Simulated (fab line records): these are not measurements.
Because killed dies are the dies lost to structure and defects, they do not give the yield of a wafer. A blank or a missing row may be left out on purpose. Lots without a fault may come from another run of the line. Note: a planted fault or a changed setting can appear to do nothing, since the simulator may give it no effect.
fab line records | flow n5-finfet
record lots=7 wafers=39
route steps=1938 shown DUMMY_GATE@215 SDB@347 MOL_CONTACT_COAG@579 BEOL_M1@751 BEOL_M3@981
start-h: start of the lot's first displayed wafer, in hours after the record's first day | wait-h: hours since the lot's step before | " identical to the entry in the row above | L1.1+2: a single row standing in for several wafers | - no value present, or no start provided | * or withheld: withheld | < > ~ a bound
route shown NAME@n: names a module that has steps shown in the file, with the first one's number in the route | usual: mean/standard deviation of fault-free wafers | same: alike in all rows | chamber/n: place in a boat | sites: the reading at each site | _std_site: their standard deviation | _edge_site: the outer-site mean with the inner-site mean subtracted | radius-mm: for every site, how far away it sits from the centre of the wafer | mask NAME#n: copy n | behind: the most recent tool/chamber to have shaped the wafer | hold: reason for holding the lot/hours on hold/outcome of the hold | device: the n, p or np transistor that did not switch | end of line: the same wafers' tests at the end of the route | a step without rows: its recipe alone | killed: dies lost to structure and defects at the first sort, not the wafer's yield | map: a wafer's dies, x killed, . not, _ none there
set.NAME: the setting the step ran with; set.NAME@STEP: the setting that earlier step ran with | model.NAME: the simulator's own value behind a step, which no gauge read
lots whose settings were changed on purpose; a table a step, a row a wafer
## steps
# step N5_DUMMY_GATE_CVD_03
# recipe material=a-Si target-thk-a=1500 temp-c=530 precursor=SiH4 time-s=8042
# columns lot.wafer tool chamber start-h wait-h set.target-thk-a model.a-Si_of_DUMMY_GATE_CVD_03.thk-nm
L077.1 - - - 0.1 1015 102.2
L077.2 " - " " 1015 102
L077.3+6 " - " " 1015 101.6
L077.4 " - " " 1015 101.8
L077.5 " - " " 1015 100.6
L080.1 - - - 0.1 1500 153.6
L080.2+4 " - " " 1500 153.2
L080.3 " - " " 1500 154.4
L080.5 " - " " 1500 154.6
L080.6 " - " " 1500 152.8
L081.1 - - - 0.1 950.8 95.2
L081.2 " - " " 950.8 96.4
L081.3 " - " " 950.8 96.6
L081.4 " - " " 950.8 97.8
L081.5 " - " " 950.8 95.6
L081.6 " - " " 950.8 96.8
L084.1 - - - 0.1 1124 111.8
L084.2+5 " - " " 1124 110.6
L084.3 " - " " 1124 112.2
L084.4+6 " - " " 1124 112
L087.1 lpcvd-01 0/90 122.22 0.1 1500 152.4
L087.2 " 0/95 " " 1500 153.4
L087.3 " 0/100 " " 1500 151.2
L091.1+2+4+5 - - - 0.1 657.5 66.4
L091.3 " - " " 657.5 64.8
L091.6 " - " " 657.5 65.4
L093.1 - - - 0.1 1760 178
L093.2 " - " " 1760 175.8
L093.3 " - " " 1760 176.6
L093.4+5 " - " " 1760 176
L093.6 " - " " 1760 176.8
# step N5_SDB_HM_DEP_00
# recipe material=SiNx target-thk-a=400 temp-c=400 precursor=SiH4/NH3/N2 pressure-torr=1.5 rf-w=300 time-s=35.3
# columns lot.wafer tool chamber start-h wait-h set.target-thk-a model.SiNx_of_SDB_HM_DEP_00.thk-nm
L077.1 pecvd-04 1 84.16 0.0 560.7 55
L077.2 " 0 " " 400 38.4
L077.3 " 2 " " 400 39.4
L077.4 " 2 " " 560.7 57
L077.5 " 1 " " 400 39.8
L077.6 " 0 " " 560.7 55.8
L080.1 pecvd-03 1 100.84 0.0 324.9 32.2
L080.2 " 0 " " 400 39.8
L080.3 " 2 " " 324.9 31.6
L080.4 " 1 " " 400 40.4
L080.5 " 2 " " 400 40.2
L080.6 " 0 " " 324.9 32.4
L081.1 pecvd-01 0 107.32 0.0 178.6 18.4
L081.2 " 2 " " 400 40.4
L081.3+6 " 2,0 " " 400 40.8
L081.4 " 0 " " 178.6 19
L081.5 " 2 " " 178.6 18.6
L084.1 pecvd-01 0 130.41 0.0 400 39.8
L084.2 " 0 " " 232.7 24
L084.3+4 " 0 " " 400 40.2
L084.5+6 " 0 " " 232.7 23.8
L087.1 pecvd-03 1 149.70 0.0 400 39.4
L087.2 " 2 " " 400 39
L087.3 " 1 " " 400 40.2
L091.1 pecvd-01 2 168.49 0.0 400 40.4
L091.2 " 0 " " 400 40.6
L091.3 " 1 " " 400 40
L091.4+5+6 " 2,1,0 " " 400 40.8
L093.1 pecvd-01 2 179.91 0.0 400 39.8
L093.2 " 0 " " 324.4 32.8
L093.3 " 1 " " 400 39.4
L093.4+5 " 2,0 " " 324.4 33
L093.6 " 1 " " 400 40.2
# step N5_SDB_COAT_03
# recipe resist=SOC temp-c=250 time-s=60 spin-rpm=1500 resist-thk-nm=100
# step N5_SDB_COAT_04
# recipe resist=SiARC temp-c=220 time-s=60 spin-rpm=1500 resist-thk-nm=18
# step N5_SDB_STRIP_19
# recipe chemistry=N2/H2 temp-c=40 n2-flow-sccm=200 h2-flow-sccm=200 rf-frequency-hz=6e+07
# step N5_SDB_STRIP_21
# recipe chemistry=CF4 resist=SiARC power-w=300 bias-power-w=75 pressure-mtorr=50 cf4-flow-sccm=150 rf-frequency-hz=6e+07
# step N5_SDB_HM_OPEN_20
# recipe chemistry=CH3F/O2 target=SiNx mask-material=SOC target-depth-a=240 stop-on=poly-Si over-etch-frac=0.4 ion-energy-ev=120 pressure-mtorr=30 source-w=395 bias-w=73 Ar_flow_sccm=150 CH3F_flow_sccm=30 O2_flow_sccm=20
# columns lot.wafer tool chamber start-h wait-h set.target-thk-a@SDB_HM_DEP_00 model.etch.depth-nm
L077.1 rie-diel-06 0 85.02 0.0 560.7 34.23
L077.2 " 2 " " 400 22.37
L077.3 " 3 " " 400 23.4
L077.4 " 1 " " 560.7 32.51
L077.5 " 1 " " 400 23.79
L077.6 " 0 " " 560.7 34.29
L080.1 rie-diel-03 1 101.88 0.0 324.9 16.11
L080.2 " 2 " " 400 23.74
L080.3 " 3 " " 324.9 15.63
L080.4 " 3 " " 400 24.5
L080.5 " 1 " " 400 24.22
L080.6 " 2 " " 324.9 16.45
L081.1 rie-diel-03 3 107.99 0.0 178.6 2.348
L081.2 " 1 " " 400 24.38
L081.3 " 2 " " 400 24.81
L081.4 " 1 " " 178.6 2.966
L081.5 " 2 " " 178.6 2.579
L081.6 " 1 " " 400 24.87
L084.1 rie-diel-06 1 131.29 0.0 400 23.86
L084.2 " 0 " " 232.7 7.989
L084.3 " 3 " " 400 24.21
L084.4 " 2 " " 400 24.26
L084.5 " 3 " " 232.7 7.857
L084.6 " 0 " " 232.7 7.748
L087.1 rie-diel-06 2 150.53 0.0 400 23.33
L087.2 " 3 " " 400 22.97
L087.3 " 0 " " 400 24.26
L091.1 rie-diel-03 2 169.37 0.0 400 24.45
L091.2 " 1 " " 400 24.53
L091.3 " 1 " " 400 23.97
L091.4 " 2 " " 400 24.75
L091.5 " 1 " " 400 24.77
L091.6 " 2 " " 400 24.85
L093.1 rie-diel-06 3 180.81 0.0 400 23.86
L093.2 " 0 " " 324.4 16.81
L093.3 " 1 " " 400 23.43
L093.4 " 1 " " 324.4 17.03
L093.5 " 0 " " 324.4 17.04
L093.6 " 3 " " 400 24.15
# step N5_SDB_STRIP_22
# recipe chemistry=N2/H2 power-w=1000 temp-c=250 h2-frac=0.65 overash-fraction=0.3 pressure-mtorr=withheld n2-flow-sccm=1750 h2-flow-sccm=3250
# step N5_SDB_PRECLEAN_23
# recipe chemistry=dHF time-s=30 temp-c=25 dilution=withheld
# step N5_SDB_DUMMY_REMOVE_24
# recipe chemistry=TMAH temp-c=70 target=poly-Si stop-on=SiO2 target-depth-nm=142 conc-wt-pct=5 time-s=57 dry=ipa-marangoni rinse-time-s=30 rinse-temp-c=23
# step N5_SDB_ETCH_25
# recipe chemistry=C4F6/O2 target=SiO2 target-depth-a=100 time-s=3.3 ion-energy-ev=250 mask-material=SiNx pressure-mtorr=30 source-w=345 bias-w=185 Ar_flow_sccm=300 C4F6_flow_sccm=10 O2_flow_sccm=10
# step N5_SDB_CUT_ETCH_26
# recipe chemistry=HBr/Cl2/O2 target=Si target-depth-a=1296 bt-time-s=20 mask-material=SiNx time-s=51.8 ion-energy-ev=* bias-w=* pressure-mtorr=10 icp-w=800 HBr_flow_sccm=150 Cl2_flow_sccm=80 O2_flow_sccm=12
# columns lot.wafer tool chamber start-h wait-h set.target-thk-a@SDB_HM_DEP_00 model.SiNx_of_SDB_HM_DEP_00.thk-nm
L077.1 rie-si-05 0 85.60 0.1 560.7 35.4
L077.2 " 1 " " 400 21
L077.3 " 3 " " 400 21.4
L077.4 " 2 " " 560.7 39
L077.5 " 0 " " 400 20.2
L077.6 " 3 " " 560.7 38
L080.1 rie-si-05 1 102.53 0.1 324.9 15
L080.2 " 3 " " 400 21.8
L080.3 " 0 " " 324.9 12.4
L080.4 " 2 " " 400 22.8
L080.5 " 3 " " 400 22.4
L080.6 " 0 " " 324.9 13.2
L081.1+5 rie-si-03 2,1 108.56 0.1 178.6 0.6
L081.2 " 1 " " 400 22.6
L081.3 " 3 " " 400 22.4
L081.4 " 0 " " 178.6 0.2
L081.6 " 0 " " 400 22
L084.1 rie-si-05 0 131.67 0.1 400 20.6
L084.2 " 1 " " 232.7 6.8
L084.3 " 3 " " 400 22.4
L084.4 " 2 " " 400 22.6
L084.5 " 0 " " 232.7 4.4
L084.6 " 1 " " 232.7 6.4
L087.1 rie-si-03 2 151.18 0.1 400 21.4
L087.2 " 1 " " 400 21
L087.3 " 3 " " 400 21.8
L091.1 rie-si-05 0 170.29 0.1 400 21.2
L091.2 " 3 " " 400 22.6
L091.3 " 2 " " 400 22.4
L091.4+6 " 1 " " 400 23.6
L091.5 " 0 " " 400 21.4
L093.1 rie-si-03 0 181.66 0.1 400 21
L093.2 " 2 " " 324.4 14.8
L093.3 " 1 " " 400 21.6
L093.4+5 " 3,0 " " 324.4 14.2
L093.6 " 3 " " 400 21.4
# step N5_MOL_CONTACT_COAG_ALD_131
# recipe material=SiO2 target-thk-a=50 temp-c=100 ald-precursor-family=BDEAS ald-co-reactant=O2-plasma pulse-time-s=1 co-reactant-pulse-time-s=1 purge-time-s=2 co-reactant-purge-time-s=2 ald-cycles=35 pressure-torr=2
# columns lot.wafer tool chamber start-h wait-h set.ald-cycles model.SiO2_of_MOL_CONTACT_COAG_ALD_131.thk-nm
L077.1+5+6 ald-sin-01 1,3,2 120.87 0.1 35 5
L077.2+3 " 3,2 " " 27 3.8
L077.4 " 0 " " 27 4
L080.1+2+3+4+5+6 ald-sin-02 0,1,2,3,1,2 134.10 0.1 35 5
L081.1+6 ald-sin-01 2,3 139.73 0.1 44 6.2
L081.2+4+5 " 3,1,2 " " 35 5
L081.3 " 0 " " 44 6.4
L084.1+2+3+4+5+6 ald-sin-03 2,3,1,0,2,3 163.57 0.1 35 5
L087.1+2+3 ald-sin-01 1,3,0 181.25 0.1 35 5
L091.1+3+4 ald-sin-03 2,0,3 202.04 0.1 35 5
L091.2+5+6 " 1,0,1 " " 45 6.4
L093.1+2+5 ald-sin-02 1,2,3 211.34 0.1 35 5
L093.3+4+6 " 0,3,2 " " 24 3.4
# step N5_BEOL_M1_ILD_DEP_00
# recipe material=SiOC target-thk-a=790 temp-c=350 precursor=DEMS/O2 pressure-torr=5 rf-w=500 time-s=15.3
# columns lot.wafer tool chamber start-h wait-h set.target-thk-a model.SiOC_of_BEOL_M1_ILD_DEP_00.thk-nm
L077.1 pecvd-02 1 138.64 0.0 790 77.8
L077.2 " 2 " " 1217 120
L077.3 " 0 " " 790 79.2
L077.4 " 2 " " 1217 121.2
L077.5 " 1 " " 1217 120.8
L077.6 " 0 " " 790 79.8
L080.1 pecvd-02 2 152.09 0.0 919.2 90.8
L080.2 " 0 " " 790 79
L080.3 " 1 " " 919.2 90.6
L080.4 " 2 " " 790 79.2
L080.5 " 1 " " 919.2 92.2
L080.6 " 0 " " 790 80.4
L081.1 pecvd-01 2 160.21 0.0 790 79.4
L081.2 " 1 " " 790 80
L081.3 " 0 " " 790 79.8
L081.4 " 2 " " 790 80.2
L081.5 " 0 " " 790 81.6
L081.6 " 1 " " 790 80.6
L084.1 pecvd-01 1 184.45 0.0 790 80.4
L084.2 " 2 " " 790 79.4
L084.3 " 0 " " 790 80.6
L084.4 " 2 " " 790 81.6
L084.5+6 " 0,1 " " 790 81.8
L087.1 pecvd-02 0 203.75 0.0 790 78.8
L087.2 " 1 " " 790 76.4
L087.3 " 2 " " 790 76.6
L091.1 pecvd-01 2 223.04 0.0 790 79.8
L091.2 " 1 " " 1129 113.6
L091.3 " 0 " " 790 80.6
L091.4 " 1 " " 1129 114.6
L091.5 " 0 " " 790 81.4
L091.6 " 2 " " 1129 113.4
L093.1 pecvd-01 2 235.97 0.0 790 78.2
L093.2 " 1 " " 790 78
L093.3 " 0 " " 790 78.8
L093.4 " 1 " " 790 79.2
L093.5 " 0 " " 790 79.8
L093.6 " 2 " " 790 78.6
# step N5_BEOL_M1_THK_MEAS_01
# recipe reads=SiOC_of_BEOL_M1_ILD_DEP_00
# usual M1_ILD_THK=79.5/1.3
# columns lot.wafer tool chamber start-h wait-h set.target-thk-a@BEOL_M1_ILD_DEP_00 M1_ILD_THK[nm]
L077.1 film-metro-01 - 138.71 0.0 790 77.7
L077.2 " - " " 1217 120.0
L077.3 " - " " 790 79.1
L077.4 " - " " 1217 121.2
L077.5 " - " " 1217 120.9
L077.6 " - " " 790 80.0
L080.1 film-metro-01 - 152.16 0.0 919.2 90.8
L080.2 " - " " 790 79.0
L080.3 " - " " 919.2 90.6
L080.4 " - " " 790 79.1
L080.5 " - " " 919.2 92.1
L080.6 " - " " 790 80.4
L081.1 film-metro-02 - 160.28 0.0 790 79.4
L081.2 " - " " 790 79.9
L081.3 " - " " 790 79.8
L081.4 " - " " 790 80.1
L081.5 " - " " 790 81.5
L081.6 " - " " 790 80.6
L084.1 film-metro-01 - 184.52 0.0 790 80.5
L084.2 " - " " 790 79.5
L084.3 " - " " 790 80.6
L084.4 " - " " 790 81.7
L084.5 " - " " 790 81.8
L084.6 " - " " 790 81.8
L087.1 film-metro-02 - 203.82 0.0 790 78.7
L087.2 " - " " 790 76.4
L087.3 " - " " 790 76.7
L091.1 film-metro-01 - 223.11 0.0 790 79.8
L091.2 " - " " 1129 113.6
L091.3 " - " " 790 80.6
L091.4 " - " " 1129 114.6
L091.5 " - " " 790 81.4
L091.6 " - " " 1129 113.4
L093.1 film-metro-02 - 236.03 0.0 790 78.3
L093.2 " - " " 790 77.9
L093.3 " - " " 790 78.9
L093.4 " - " " 790 79.2
L093.5 " - " " 790 79.9
L093.6 " - " " 790 78.6
# step N5_BEOL_M3_ETCH_41
# recipe chemistry=CH3F/O2 target=SiCN target-depth-a=299 taper-deg=2 time-s=52.5 ion-energy-ev=120 mask-material=TiN pressure-mtorr=30 source-w=395 bias-w=75 Ar_flow_sccm=150 CH3F_flow_sccm=30 O2_flow_sccm=20
# columns lot.wafer tool chamber start-h wait-h set.target-depth-a model.etch.depth-nm
L077.1 rie-diel-02 2 - - 299 20.3
L077.2 " 3 " " 299 19.2
L077.3 " 0 " " 240.9 15.62
L077.4 " 0 " " 240.9 15.74
L077.5 " 3 " " 299 19.33
L077.6 " 2 " " 240.9 16.46
L080.1 rie-diel-04 1 - - 299 19.69
L080.2 " 0 " " 299 19.18
L080.3 " 2 " " 299 19.15
L080.4 " 3 " " 299 20.19
L080.5 " 0 " " 299 19.17
L080.6 " 1 " " 299 19.82
L081.1 rie-diel-02 3 - - 299 19.13
L081.2 " 2 " " 299 20.43
L081.3 " 1 " " 350.9 23.63
L081.4 " 0 " " 299 19.29
L081.5 " 2 " " 350.9 24.1
L081.6 " 3 " " 350.9 22.58
L084.1 rie-diel-01 1 - - 299 19.42
L084.2 " 0 " " 299 20.88
L084.3 " 3 " " 299 19.06
L084.4 " 2 " " 299 20.21
L084.5 " 1 " " 299 19.47
L084.6 " 0 " " 299 20.79
L087.1 rie-diel-02 1 - - 299 19.65
L087.2 " 0 " " 299 19.06
L087.3 " 3 " " 299 19.12
L091.1 rie-diel-01 3 - - 299 19
L091.2 " 0 " " 299 20.72
L091.3 " 2 " " 299 20.18
L091.4 " 1 " " 299 19.45
L091.5 " 2 " " 299 20.14
L091.6 " 1 " " 299 19.36
L093.1 rie-diel-01 2 - - 299 20.05
L093.2 " 3 " " 299 18.97
L093.3 " 1 " " 299 19.22
L093.4 " 0 " " 299 20.17
L093.5 " 0 " " 299 20.41
L093.6 " 1 " " 299 19.2
## key
split step=N5_DUMMY_GATE_CVD_03 setting=target-thk-a stated=1500 by=lot
response step=N5_DUMMY_GATE_CVD_03 reading=model.a-Si_of_DUMMY_GATE_CVD_03.thk-nm change=+1.52 per=1% r=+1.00
split step=N5_SDB_HM_DEP_00 setting=target-thk-a stated=400 by=wafer
response step=N5_SDB_HM_DEP_00 reading=model.SiNx_of_SDB_HM_DEP_00.thk-nm change=+0.399 per=1% r=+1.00
response step=N5_SDB_HM_OPEN_20 reading=model.etch.depth-nm change=+0.365 per=1% r=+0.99
response step=N5_SDB_CUT_ETCH_26 reading=model.SiNx_of_SDB_HM_DEP_00.thk-nm shape=bent at-lowest=0.4667 at-stated=21.88 at-highest=37.47
split step=N5_MOL_CONTACT_COAG_ALD_131 setting=ald-cycles stated=35 by=wafer
response step=N5_MOL_CONTACT_COAG_ALD_131 reading=model.SiO2_of_MOL_CONTACT_COAG_ALD_131.thk-nm change=+0.0498 per=1% r=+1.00
split step=N5_BEOL_M1_ILD_DEP_00 setting=target-thk-a stated=790 by=wafer
response step=N5_BEOL_M1_ILD_DEP_00 reading=model.SiOC_of_BEOL_M1_ILD_DEP_00.thk-nm change=+0.77 per=1% r=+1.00
response step=N5_BEOL_M1_THK_MEAS_01 reading=M1_ILD_THK change=+0.771 per=1% r=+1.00
split step=N5_BEOL_M3_ETCH_41 setting=target-depth-a stated=299 by=wafer
response step=N5_BEOL_M3_ETCH_41 reading=model.etch.depth-nm change=+0.203 per=1% r=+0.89
